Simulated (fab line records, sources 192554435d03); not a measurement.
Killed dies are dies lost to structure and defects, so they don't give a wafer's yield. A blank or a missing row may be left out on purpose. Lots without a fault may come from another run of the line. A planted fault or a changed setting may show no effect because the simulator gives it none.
Which tool did it? | flow n5_finfet | 8 lots, 24 wafers sampled, at 5 steps of a route of 1938

WHAT THE GAUGES READ, wafer by wafer
N5_BEOL_M4_RC_MEAS_101. Usual: DIBL_N 37.3 mV/V, standard deviation 2.3; DIBL_P 37.4 mV/V, standard deviation 2.9; IOFF_N 0.18 nA/um, standard deviation 0.045; IOFF_P 0.25 nA/um, standard deviation 0.054; ION_N 679 uA/um, standard deviation 15; ION_P 468 uA/um, standard deviation 9.7; SS_N 71.8 mV/dec, standard deviation 0.62; SS_P 73.6 mV/dec, standard deviation 0.76; VT_N 248 mV, standard deviation 4.1; VT_P -248 mV, standard deviation 3.6.
lot  | measured     | on        | DIBL_N (mV/V)  | DIBL_P (mV/V)  | IOFF_N (nA/um) | IOFF_P (nA/um) | ION_N (uA/um) | ION_P (uA/um) | SS_N (mV/dec)  | SS_P (mV/dec)  | VT_N (mV)   | VT_P (mV)      | flag
L966 | day 8 14:34  | prober-01 | 36.8 36.2 37.5 | 37.7 35.5 37.9 | 0.16 0.14 0.17 | 0.26 0.24 0.28 | 687 669 689   | 483 466 482   | 72.0 71.4 71.9 | 74.3 73.4 73.8 | 247 251 246 | -246 -245 -246 |
L968 | day 8 21:13  | prober-01 | 37.0 32.8 34.7 | 38.6 32.4 35.2 | 0.17 0.09 0.12 | 0.24 0.14 0.18 | 697 651 666   | 480 450 459   | 71.6 71.4 71.6 | 72.8 71.4 72.1 | 247 259 253 | -249 -254 -249 |
L967 | day 8 21:56  | prober-02 | 33.6 32.9 37.0 | 32.9 33.4 36.0 | 0.12 0.12 0.18 | 0.20 0.20 0.24 | 655 667 675   | 456 469 464   | 71.0 70.7 71.3 | 73.3 72.9 73.5 | 252 255 247 | -247 -248 -249 |
L975 | day 10 19:53 | prober-01 | 36.9 32.6 36.2 | 38.9 32.7 38.4 | 0.18 0.11 0.19 | 0.25 0.16 0.25 | 673 675 692   | 462 461 472   | 72.5 70.8 72.3 | 73.3 72.4 73.1 | 247 258 246 | -249 -254 -246 |
L977 | day 11 02:35 | prober-02 | 39.9 41.4 40.8 | 41.3 42.9 42.1 | 0.23 0.26 0.24 | 0.32 0.39 0.35 | 704 688 692   | 487 475 484   | 72.3 72.9 71.7 | 74.4 74.6 74.7 | 243 241 241 | -244 -241 -241 |
L978 | day 11 20:29 | prober-02 | 39.9 33.8 36.5 | 41.6 33.4 36.2 | 0.25 0.12 0.15 | 0.33 0.18 0.22 | 703 675 658   | 481 470 465   | 71.6 71.2 71.5 | 73.8 72.9 73.8 | 245 252 253 | -243 -251 -247 |
L983 | day 12 10:14 | prober-01 | 38.1 39.1 36.4 | 38.7 39.5 35.6 | 0.18 0.20 0.16 | 0.23 0.24 0.19 | 679 674 685   | 459 458 465   | 72.0 71.9 71.9 | 73.5 73.8 73.0 | 246 246 249 | -250 -250 -252 |
L986 | day 13 07:53 | prober-02 | 40.7 35.8 39.5 | 41.8 35.6 41.2 | 0.23 0.14 0.22 | 0.30 0.20 0.28 | 679 662 677   | 467 462 464   | 72.8 71.7 73.2 | 73.9 73.1 74.6 | 244 252 246 | -248 -252 -249 |

WHICH TOOL RAN EACH LOT (tool, then ch and the chambers of the sampled wafers, then the start)
lot  | N5_BEOL_M1_DESCUM_33               | N5_BEOL_M1_ETCH_70                 | N5_BEOL_M1_VIA_ETCH_34             | N5_BEOL_M1_STRIP_36
L966 | rie_diel-03 ch 0,1, day 6 17:04    | rie_diel-01 ch 0,1,3, day 6 19:44  | rie_diel-01 ch 0,1,3, day 6 19:50  | rie_diel-01 ch 0,1,3, day 6 19:54
L968 | rie_diel-05 ch 0,2,3, day 7 05:55  | rie_diel-03 ch 1,3, day 7 08:28    | rie_diel-03 ch 1,3, day 7 08:34    | rie_diel-03 ch 1,3, day 7 08:37
L967 | rie_diel-03 ch 0,2,3, day 7 06:09  | rie_diel-03 ch 2,3, day 7 09:20    | rie_diel-03 ch 2,3, day 7 09:26    | rie_diel-03 ch 2,3, day 7 09:29
L975 | rie_diel-03 ch 2,3, day 8 22:04    | rie_diel-03 ch 0,3, day 8 23:05    | rie_diel-03 ch 0,3, day 8 23:12    | rie_diel-03 ch 0,3, day 8 23:15
L977 | rie_diel-01 ch 2,3, day 9 04:02    | rie_diel-03 ch 0,3, day 9 10:19    | rie_diel-03 ch 0,3, day 9 10:25    | rie_diel-03 ch 0,3, day 9 10:28
L978 | rie_diel-05 ch 0,1, day 9 16:00    | rie_diel-01 ch 0,1, day 9 22:32    | rie_diel-01 ch 0,1, day 9 22:38    | rie_diel-01 ch 0,1, day 9 22:42
L983 | rie_diel-01 ch 0,1,3, day 10 16:48 | rie_diel-05 ch 0,1,2, day 10 18:20 | rie_diel-05 ch 0,1,2, day 10 18:26 | rie_diel-05 ch 0,1,2, day 10 18:30
L986 | rie_diel-03 ch 0,1,3, day 11 07:11 | rie_diel-01 ch 0,3, day 11 08:05   | rie_diel-01 ch 0,3, day 11 08:11   | rie_diel-01 ch 0,3, day 11 08:14
- N5_BEOL_M1_DESCUM_33: chemistry O2, time 7 s.
- N5_BEOL_M1_ETCH_70: etches SOC in N2/H2, target depth 80 nm, overetch 16 nm, time 120 s.
- N5_BEOL_M1_VIA_ETCH_34: etches the open film in C4F6/O2, target depth 67.8 nm, time 64.4 s.
- N5_BEOL_M1_STRIP_36: strips in N2/H2.

WHAT THE TOOLS THEMSELVES READ (means of the sampled wafers that have a number; where no wafer has one, the mark that the record gives instead)
N5_BEOL_M1_DESCUM_33. Usual: drypump_motor_current_A 5.8 A, standard deviation 0.55; oes_product_au 0.81 a.u., standard deviation 0.095; rf_vpp_V 242.8 V, standard deviation 1.1; showerhead_plenum_p_Torr 2.06 Torr, standard deviation 0.053; throttle_valve_pct 20.30 %, standard deviation 0.28.
lot  | tool        | drypump_motor_current_A (A) | oes_product_au (a.u.) | rf_vpp_V (V) | showerhead_plenum_p_Torr (Torr) | throttle_valve_pct (%) | flag
L966 | rie_diel-03 | 5.9                         | 0.78                  | 242.6        | 2.05                            | 20.45                  |
L968 | rie_diel-05 | 5.9                         | 0.88                  | 243.2        | 2.09                            | 20.24                  |
L967 | rie_diel-03 | 6.0                         | 0.78                  | 242.8        | 2.06                            | 20.29                  |
L975 | rie_diel-03 | 6.0                         | 0.84                  | 243.1        | 2.04                            | 20.07                  |
L977 | rie_diel-01 | 5.8                         | 0.83                  | 241.5        | 2.02                            | 20.24                  |
L978 | rie_diel-05 | 5.7                         | 0.80                  | 243.0        | 2.07                            | 20.19                  |
L983 | rie_diel-01 | 6.0                         | 0.71                  | 242.1        | 2.01                            | 20.45                  |
L986 | rie_diel-03 | 5.9                         | 0.90                  | 242.3        | 2.03                            | 20.12                  |

N5_BEOL_M1_ETCH_70. Usual: drypump_motor_current_A 5.8 A, standard deviation 0.52; oes_product_au 0.62 a.u., standard deviation 0.067; rf_vpp_V 523.1 V, standard deviation 1.9; run_length_s 143.3 s, standard deviation 0.52; showerhead_plenum_p_Torr 2.51 Torr, standard deviation 0.065; throttle_valve_pct 17.75 %, standard deviation 0.23.
lot  | tool        | drypump_motor_current_A (A) | oes_product_au (a.u.) | rf_vpp_V (V) | run_length_s (s) | showerhead_plenum_p_Torr (Torr) | throttle_valve_pct (%) | flag
L966 | rie_diel-01 | 6.0                         | 0.56                  | 522.1        | 143.2            | 2.46                            | 17.79                  |
L968 | rie_diel-03 | 5.8                         | 0.71                  | 522.4        | 142.5            | 2.51                            | 17.68                  |
L967 | rie_diel-03 | 5.6                         | 0.61                  | 522.8        | 143.4            | 2.52                            | 17.87                  |
L975 | rie_diel-03 | 6.5                         | 0.76                  | 523.0        | 126.6            | 2.50                            | 17.70                  | OFF
L977 | rie_diel-03 | 6.5                         | 0.62                  | 522.8        | 135.0            | 2.50                            | 17.80                  | OFF
L978 | rie_diel-01 | 5.8                         | 0.53                  | 520.5        | 143.4            | 2.43                            | 17.88                  |
L983 | rie_diel-05 | 5.9                         | 0.62                  | 524.4        | 143.4            | 2.54                            | 17.65                  |
L986 | rie_diel-01 | 6.1                         | 0.56                  | 522.4        | 143.2            | 2.49                            | 17.84                  |

N5_BEOL_M1_VIA_ETCH_34. Usual: C4F6_flow_sccm 10.002 sccm, standard deviation 0.03; drypump_motor_current_A 5.8 A, standard deviation 0.52; oes_product_au 0.81 a.u., standard deviation 0.097; rf_vpp_V 660 V, standard deviation 18; run_length_s 87.7 s, standard deviation 0.5; showerhead_plenum_p_Torr 2.81 Torr, standard deviation 0.069; throttle_valve_pct 30.7 %, standard deviation 0.3.
lot  | tool        | C4F6_flow_sccm (sccm) | drypump_motor_current_A (A) | oes_product_au (a.u.) | rf_vpp_V (V) | run_length_s (s) | showerhead_plenum_p_Torr (Torr) | throttle_valve_pct (%) | flag
L966 | rie_diel-01 | 10.029                | 6.0                         | 0.73                  | 655          | 87.8             | 2.76                            | 30.8                   |
L968 | rie_diel-03 | 9.988                 | 5.8                         | 0.95                  | 659          | 86.9             | 2.78                            | 30.4                   |
L967 | rie_diel-03 | 9.978                 | 5.6                         | 0.81                  | 676          | 87.7             | 2.81                            | 30.8                   |
L975 | rie_diel-03 | 10.022                | 6.4                         | 0.84                  | 658          | 87.5             | 2.79                            | 30.7                   |
L977 | rie_diel-03 | 9.974                 | 6.5                         | 0.77                  | 654          | 87.6             | 2.81                            | 31.0                   |
L978 | rie_diel-01 | 10.010                | 5.8                         | 0.68                  | 665          | 87.9             | 2.73                            | 30.8                   |
L983 | rie_diel-05 | 9.977                 | 5.8                         | 0.80                  | 655          | 87.8             | 2.83                            | 30.5                   |
L986 | rie_diel-01 | 10.060                | 6.1                         | 0.72                  | 664          | 87.5             | 2.79                            | 30.8                   |

N5_BEOL_M1_STRIP_36. Usual: drypump_motor_current_A 5.8 A, standard deviation 0.52; oes_product_au 0.81 a.u., standard deviation 0.097; rf_vpp_V 59.2 V, standard deviation 1.4; showerhead_plenum_p_Torr 2.51 Torr, standard deviation 0.065; throttle_valve_pct 23.63 %, standard deviation 0.27.
lot  | tool        | drypump_motor_current_A (A) | oes_product_au (a.u.) | rf_vpp_V (V) | showerhead_plenum_p_Torr (Torr) | throttle_valve_pct (%) | flag
L966 | rie_diel-01 | 6.0                         | 0.73                  | 59.7         | 2.46                            | 23.60                  |
L968 | rie_diel-03 | 5.8                         | 0.94                  | 58.8         | 2.51                            | 23.75                  |
L967 | rie_diel-03 | 5.6                         | 0.80                  | 58.7         | 2.51                            | 23.91                  |
L975 | rie_diel-03 | 6.5                         | 0.83                  | 60.1         | 2.50                            | 23.66                  |
L977 | rie_diel-03 | 6.5                         | 0.76                  | 58.9         | 2.49                            | 23.60                  |
L978 | rie_diel-01 | 5.8                         | 0.68                  | 59.5         | 2.43                            | 23.67                  |
L983 | rie_diel-05 | 5.8                         | 0.80                  | 57.4         | 2.53                            | 23.56                  |
L986 | rie_diel-01 | 6.1                         | 0.73                  | 60.0         | 2.49                            | 23.63                  |

THE ANSWER, worked out from the rows above alone
Rule: a lot is off if the mean of its wafers that have a number lies more than 3 standard deviations from the usual mean. A lot without any number at a reading at which 4 lots or more have one is off too. The other lots that the step has rows for count as sound. The gauges are gone through in route order, then the tools' own readings, and for those a lot's mean is taken as printed above. The first step at which some lot is off is used, and at that step the reading that is off furthest; a lot without a number counts as furthest.
Off: L975, L977, at N5_BEOL_M1_ETCH_70 (run_length_s).
A tool fits if, at that step or a process step before it, it ran every lot that is off, and no sound lot after the first of them. One fits: rie_diel-03 at N5_BEOL_M1_ETCH_70. Its last sound lot is L967 (day 7 09:20), its first lot that is off L975 (day 8 23:05): a fault that began between those two fits.
The tool's own readings at N5_BEOL_M1_ETCH_70 bear it out: on the lots that are off they differ by more than 5 times the standard deviation of the sound lots' means. run_length_s reads 130.8 s there against 143.2 s on the sound lots.

WHAT THE SIMULATOR HAD PUT IN
Process parameter drift: rie_diel-03, from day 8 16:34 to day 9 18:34, at N5_BEOL_M1_ETCH_70. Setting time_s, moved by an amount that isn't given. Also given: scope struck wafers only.
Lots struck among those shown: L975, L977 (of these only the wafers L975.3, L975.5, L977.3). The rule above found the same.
